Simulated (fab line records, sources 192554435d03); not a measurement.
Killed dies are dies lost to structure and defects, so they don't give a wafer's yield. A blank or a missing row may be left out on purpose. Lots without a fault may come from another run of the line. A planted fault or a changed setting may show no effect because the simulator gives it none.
Which tool did it? | flow n5_finfet | 15 lots, 45 wafers sampled, at 4 steps of a route of 1938

WHAT THE GAUGES READ, wafer by wafer
The record holds no reading of a measuring or inspecting step that can be judged against a usual standard deviation.

WHICH TOOL RAN EACH LOT (tool, then ch and the chambers of the sampled wafers, then the start)
lot  | N5_BEOL_M7_CMP_52             | N5_BEOL_M7_DEP_56               | N5_BEOL_M8_EXPOSE_25              | N5_BEOL_M8_ETCH_66
L281 | cmp-01 ch 0,1,2, day 10 02:26 | pecvd-03 ch 1,2, day 10 02:48   | euv_scanner-02 ch 0, day 10 07:05 | rie_diel-04 ch 0,2,3, day 10 07:25
L282 | cmp-03 ch 1,2,3, day 10 02:58 | pecvd-01 ch 0,1, day 10 03:15   | euv_scanner-01 ch 0, day 10 06:56 | rie_diel-06 ch 1,2,3, day 10 07:15
L284 | cmp-01 ch 1,2,3, day 10 14:37 | pecvd-03 ch 0,1,2, day 10 14:53 | euv_scanner-02 ch 0, day 10 19:05 | rie_diel-03 ch 1,2,3, day 10 19:25
L287 | cmp-03 ch 1,2,3, day 11 11:58 | pecvd-01 ch 1,2, day 11 12:14   | euv_scanner-01 ch 0, day 11 17:56 | rie_diel-03 ch 0,2, day 11 18:16
L286 | cmp-02 ch 0,1,2, day 11 12:02 | pecvd-04 ch 0,1,2, day 11 12:19 | euv_scanner-01 ch 0, day 11 17:58 | rie_diel-04 ch 0,1,3, day 11 18:28
L288 | cmp-03 ch 1,2,3, day 12 05:07 | pecvd-04 ch 0,2, day 12 05:26   | euv_scanner-02, day 12 10:52      | rie_diel-03 ch 0,3, day 12 11:11
L290 | cmp-03 ch 0,2,3, day 12 06:53 | pecvd-03 ch 0,2, day 12 07:14   | euv_scanner-02, day 12 10:46      | rie_diel-06 ch 0,3, day 12 11:06
L291 | cmp-03 ch 0,1,3, day 12 08:41 | pecvd-03 ch 0,1,2, day 12 09:03 | euv_scanner-01, day 12 12:43      | rie_diel-03 ch 0,1,2, day 12 13:05
L295 | cmp-02 ch 0,1,2, day 13 10:39 | pecvd-01 ch 1,2, day 13 11:01   | euv_scanner-01 ch 0, day 13 14:22 | rie_diel-04 ch 1,2,3, day 13 14:47
L294 | cmp-01 ch 0,2,3, day 13 11:02 | pecvd-03 ch 0,1,2, day 13 11:23 | euv_scanner-02 ch 0, day 13 14:08 | rie_diel-03 ch 0,1,2, day 13 14:34
L296 | cmp-03 ch 1,2,3, day 14 03:08 | pecvd-01 ch 0,2, day 14 03:28   | euv_scanner-01 ch 0, day 14 09:01 | rie_diel-06 ch 0,1,2, day 14 09:21
L297 | cmp-01 ch 0,1, day 14 14:38   | pecvd-04 ch 0,2, day 14 14:59   | euv_scanner-01 ch 0, day 14 19:23 | rie_diel-06 ch 0,1,3, day 14 19:43
L298 | cmp-02 ch 0,2,3, day 14 19:43 | pecvd-01 ch 1, day 14 20:05     | euv_scanner-01 ch 0, day 14 22:43 | rie_diel-03 ch 1,2, day 14 23:04
L301 | cmp-01 ch 0,2, day 14 20:10   | pecvd-04 ch 0,1,2, day 14 20:31 | euv_scanner-02 ch 0, day 15 00:45 | rie_diel-03 ch 1,2,3, day 15 01:07
L300 | cmp-01 ch 0,1,3, day 15 02:53 | pecvd-01 ch 1, day 15 03:15     | euv_scanner-02 ch 0, day 15 07:04 | rie_diel-04 ch 2,3, day 15 07:55
- N5_BEOL_M7_CMP_52: polishes, stops on SiCOH lowk, t overpolish 6.9 s, target thk 80 nm.
- N5_BEOL_M7_DEP_56: deposits SiCN from 3MS/NH3, target thk 10 nm, time 17.5 s.
- N5_BEOL_M8_EXPOSE_25: exposes mask V7, target cd 40 nm.
- N5_BEOL_M8_ETCH_66: etches SOC in N2/H2, target depth 80 nm, overetch 16 nm, time 120 s.

WHAT THE TOOLS THEMSELVES READ (means of the sampled wafers that have a number; where no wafer has one, the mark that the record gives instead)
N5_BEOL_M7_CMP_52.
lot  | tool   | barrier_field_endpoint_s (s) | motor_current_A (A) | overpolish_run_s (s) | time_to_endpoint_s (s)
L281 | cmp-01 | 29.2                         | 5.7                 | 6.906                | 64
L282 | cmp-03 | 29.4                         | 6.2                 | 6.895                | 64
L284 | cmp-01 | 29.4                         | 6.3                 | 6.899                | 65
L287 | cmp-03 | 28.1                         | 6.1                 | 6.907                | 62
L286 | cmp-02 | 28.0                         | 5.9                 | 6.907                | 59
L288 | cmp-03 | 28.9                         | 6.3                 | 6.905                | 62
L290 | cmp-03 | 27.6                         | 6.4                 | 6.898                | 60
L291 | cmp-03 | 28.4                         | 6.6                 | 6.894                | 61
L295 | cmp-02 | 28.3                         | 5.9                 | 6.900                | 60
L294 | cmp-01 | 28.9                         | 5.6                 | 6.895                | 66
L296 | cmp-03 | 28.7                         | 6.5                 | 6.898                | 60
L297 | cmp-01 | 28.1                         | 6.2                 | 6.903                | 58
L298 | cmp-02 | 28.6                         | 5.7                 | 6.903                | 63
L301 | cmp-01 | 28.8                         | 5.1                 | 6.907                | 64
L300 | cmp-01 | 28.1                         | 6.3                 | 6.902                | 64

N5_BEOL_M7_DEP_56.
lot  | tool     | rf_fwd_power_W (W) | showerhead_plenum_p_Torr (Torr) | throttle_valve_pct (%)
L281 | pecvd-03 | 199.6              | 3.674                           | 8.8
L282 | pecvd-01 | 199.7              | 3.652                           | 9.5
L284 | pecvd-03 | 199.4              | 3.667                           | 9.2
L287 | pecvd-01 | 199.2              | 3.658                           | 9.1
L286 | pecvd-04 | 199.4              | 3.656                           | 8.6
L288 | pecvd-04 | 199.4              | 3.657                           | 8.8
L290 | pecvd-03 | 200.0              | 3.660                           | 9.1
L291 | pecvd-03 | 199.9              | 3.665                           | 9.1
L295 | pecvd-01 | 199.8              | 3.657                           | 9.1
L294 | pecvd-03 | 200.5              | 3.670                           | 9.0
L296 | pecvd-01 | 199.2              | 3.658                           | 9.6
L297 | pecvd-04 | 198.5              | 3.661                           | 8.6
L298 | pecvd-01 | 200.9              | 3.654                           | 9.0
L301 | pecvd-04 | 199.4              | 3.658                           | 8.7
L300 | pecvd-01 | 199.5              | 3.657                           | 8.9

N5_BEOL_M8_EXPOSE_25.
lot  | tool           | exposure_dose_mJ_cm2 | focus_offset_nm (nm)
L281 | euv_scanner-02 | 42.30                | 0.6
L282 | euv_scanner-01 | 42.35                | -0.3
L284 | euv_scanner-02 | 42.37                | 0.8
L287 | euv_scanner-01 | 42.38                | -0.7
L286 | euv_scanner-01 | 42.34                | 0.1
L288 | euv_scanner-02 | -                    | -
L290 | euv_scanner-02 | -                    | -
L291 | euv_scanner-01 | -                    | -
L295 | euv_scanner-01 | 42.35                | 0.7
L294 | euv_scanner-02 | 42.36                | 0.2
L296 | euv_scanner-01 | 42.41                | -0.3
L297 | euv_scanner-01 | 42.38                | 0.6
L298 | euv_scanner-01 | 42.35                | 0.3
L301 | euv_scanner-02 | 42.32                | -0.8
L300 | euv_scanner-02 | 42.35                | -0.1

N5_BEOL_M8_ETCH_66.
lot  | tool        | drypump_motor_current_A (A) | oes_product_au (a.u.) | rf_fwd_power_W (W) | rf_vpp_V (V) | showerhead_plenum_p_Torr (Torr) | throttle_valve_pct (%)
L281 | rie_diel-04 | 5.7                         | 0.58                  | 836                | 522.1        | 2.47                            | 17.98
L282 | rie_diel-06 | 5.7                         | 0.62                  | 831                | 521.1        | 2.45                            | 17.94
L284 | rie_diel-03 | 6.0                         | 0.61                  | 836                | 523.4        | 2.53                            | 17.78
L287 | rie_diel-03 | 4.9                         | 0.65                  | 836                | 522.6        | 2.52                            | 17.70
L286 | rie_diel-04 | 5.8                         | 0.60                  | 836                | 521.2        | 2.45                            | 17.82
L288 | rie_diel-03 | 6.1                         | 0.64                  | 834                | 527.0        | 2.64                            | 17.62
L290 | rie_diel-06 | 5.7                         | 0.64                  | 837                | 522.7        | 2.47                            | 17.87
L291 | rie_diel-03 | 5.5                         | 0.67                  | 836                | 524.3        | 2.60                            | 17.80
L295 | rie_diel-04 | 5.9                         | 0.64                  | 836                | 521.0        | 2.47                            | 17.76
L294 | rie_diel-03 | 5.5                         | 0.66                  | 836                | 524.9        | 2.60                            | 17.83
L296 | rie_diel-06 | 5.1                         | 0.63                  | 837                | 523.9        | 2.54                            | 17.91
L297 | rie_diel-06 | 5.6                         | 0.61                  | 837                | 521.4        | 2.46                            | 17.91
L298 | rie_diel-03 | 5.4                         | 0.65                  | 839                | 524.6        | 2.56                            | 17.73
L301 | rie_diel-03 | 6.0                         | 0.65                  | 838                | 525.9        | 2.62                            | 17.69
L300 | rie_diel-04 | 5.8                         | 0.65                  | 838                | 522.1        | 2.47                            | 17.80

THE ANSWER, worked out from the rows above alone
Rule: what is usual is taken from the lots themselves. Put in order of their means at a reading, lots are off if they are a third of the lots or fewer, leave a main group of 4 or more, and stand apart from it by a gap of 3 or more times the standard deviation of the main group's means; of several such gaps the widest counts. A main group whose means are all the same, to the digits that the tables above print for the reading, isn't used. A lot without any number at a reading at which 4 lots or more have one is off too. The other lots that the step has rows for count as sound. The gauges are gone through in route order, then the tools' own readings, and for those a lot's mean is taken as printed above. The first step at which some lot is off is used, and at that step the reading that is off furthest; a lot without a number counts as furthest.
Off: L288, L290, L291, at N5_BEOL_M8_EXPOSE_25 (exposure_dose_mJ_cm2). Without a number there: L288, L290, L291. The main group: mean 42.36, standard deviation 0.028.
A tool fits if, at that step or a process step before it, it ran every lot that is off, and no sound lot after the first of them. None of those tried fits.

WHAT THE SIMULATOR HAD PUT IN
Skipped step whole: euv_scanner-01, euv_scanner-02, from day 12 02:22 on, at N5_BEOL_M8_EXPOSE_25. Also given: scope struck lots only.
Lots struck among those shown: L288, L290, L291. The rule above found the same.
